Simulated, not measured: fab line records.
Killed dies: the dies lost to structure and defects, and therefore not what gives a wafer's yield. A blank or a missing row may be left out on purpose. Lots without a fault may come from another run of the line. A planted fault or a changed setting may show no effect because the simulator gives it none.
Chamber matching | flow n5-finfet | N5_BEOL_M4_ETCH_63 on rie-diel-01: 4 sister chambers
The step etches SiARC in CF4, target depth 15.6 nm, time 26 s. 8 wafers are shown with their chamber, then 8 later ones without.

== WAFERS, EACH WITH ITS CHAMBER ==
wafer  | chamber | throttle-valve-pct (%) | showerhead-plenum-p-Torr (Torr)
L080.3 | 1       | 16.13                  | 2.10
L080.4 | 2       | 15.70                  | 2.23
L081.3 | 2       | 15.71                  | 2.23
L081.6 | 0       | 15.79                  | 2.18
L084.2 | 1       | 16.16                  | 2.09
L084.3 | 0       | 15.80                  | 2.17
L084.6 | 3       | 15.81                  | 2.17
L086.2 | 3       | 15.82                  | 2.17

== WAFERS WITHOUT THEIR CHAMBER ==
wafer  | throttle-valve-pct (%) | showerhead-plenum-p-Torr (Torr)
L086.3 | 15.80                  | 2.17
L086.6 | 16.17                  | 2.09
L093.2 | 15.74                  | 2.22
L093.3 | 15.85                  | 2.17
L093.4 | 15.75                  | 2.22
L094.3 | 15.82                  | 2.17
L094.4 | 15.77                  | 2.22
L094.6 | 15.86                  | 2.17

== EACH ONE'S CHAMBER ==
wafer  | from the rows above     | in truth
L086.3 | can't be placed: 0 or 3 | 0
L086.6 | 1                       | 1
L093.2 | 2                       | 2
L093.3 | can't be placed: 3 or 0 | 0
L093.4 | 2                       | 2
L094.3 | can't be placed: 3 or 0 | 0
L094.4 | 2                       | 2
L094.6 | can't be placed: 3 or 0 | 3
Correctly placed: 4 of 8. Cannot be placed on the basis of these rows: 4; the candidates contain the true chamber in 4. Wrongly placed: 0.
How it was worked out, from the rows above alone: a wafer's distance from a chamber is the root of the sum, over the readings, of the square of ((its reading less the chamber's mean) divided by the reading's scatter). The wafer belongs to the nearest chamber; if the next one is less than 2 further off, it can't be placed. The mean given for a chamber averages the wafers shown for that chamber. The scatter: take each reading less its chamber's mean, square it, sum over the shown wafers, divide by the number of wafers less the number of chambers, and take the root.
